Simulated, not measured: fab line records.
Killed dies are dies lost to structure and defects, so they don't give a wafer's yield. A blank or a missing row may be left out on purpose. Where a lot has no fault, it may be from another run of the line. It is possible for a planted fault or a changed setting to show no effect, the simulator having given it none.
Chamber matching :: flow n5 finfet :: 4 sister chambers for N5_BEOL_M0_SAQP_ETCH_84 on rie diel-05
The step etches SOC in N2/H2, target depth 100 nm, overetch 20 nm, time 150 s. 8 wafers are shown with their chamber, then 8 later ones without.

EACH WAFER AND ITS CHAMBER
wafer: L079.1
chamber: 2
throttle valve pct (%): 17.62
drypump motor current A (A): 5.34

wafer: L079.6
chamber: 0
throttle valve pct (%): 18.08
drypump motor current A (A): 5.51

wafer: L080.1
chamber: 2
throttle valve pct (%): 17.65
drypump motor current A (A): 5.32

wafer: L080.2
chamber: 3
throttle valve pct (%): 18.11
drypump motor current A (A): 5.94

wafer: L080.6
chamber: 3
throttle valve pct (%): 18.12
drypump motor current A (A): 5.94

wafer: L082.2
chamber: 0
throttle valve pct (%): 18.08
drypump motor current A (A): 5.51

wafer: L082.5
chamber: 1
throttle valve pct (%): 17.75
drypump motor current A (A): 5.74

wafer: L088.1
chamber: 1
throttle valve pct (%): 17.76
drypump motor current A (A): 5.76

WAFERS WITHOUT THEIR CHAMBER
wafer: L088.2
throttle valve pct (%): 18.15
drypump motor current A (A): 5.97

wafer: L088.3
throttle valve pct (%): 17.66
drypump motor current A (A): 5.33

wafer: L088.4
throttle valve pct (%): 18.11
drypump motor current A (A): 5.51

wafer: L088.5
throttle valve pct (%): 17.77
drypump motor current A (A): 5.74

wafer: L088.6
throttle valve pct (%): 17.67
drypump motor current A (A): 5.33

wafer: L092.1
throttle valve pct (%): 17.78
drypump motor current A (A): 5.78

wafer: L092.3
throttle valve pct (%): 17.66
drypump motor current A (A): 5.33

wafer: L092.4
throttle valve pct (%): 18.12
drypump motor current A (A): 5.48

WHICH CHAMBER EACH WENT THROUGH
wafer: L088.2
from the rows above: 3
in truth: 3

wafer: L088.3
from the rows above: 2
in truth: 2

wafer: L088.4
from the rows above: 0
in truth: 0

wafer: L088.5
from the rows above: 1
in truth: 1

wafer: L088.6
from the rows above: 2
in truth: 2

wafer: L092.1
from the rows above: 1
in truth: 1

wafer: L092.3
from the rows above: 2
in truth: 2

wafer: L092.4
from the rows above: 0
in truth: 0
Correctly placed: 8 of 8. Can't be placed from these rows: 0. 0 placed wrongly.
How it was worked out, from the rows above alone: a wafer's distance from a chamber is the root of the sum, over the readings, of the square of ((its reading less the chamber's mean) divided by the reading's scatter). If the next closest chamber is less than 2 further off than the closest, the wafer can't be placed; otherwise it belongs to the closest. For every chamber, the mean is computed from those of its wafers that are shown. The scatter is the square root of a quotient: the sum, over the shown wafers, of each reading's squared deviation from its chamber's mean, divided by wafers minus chambers.
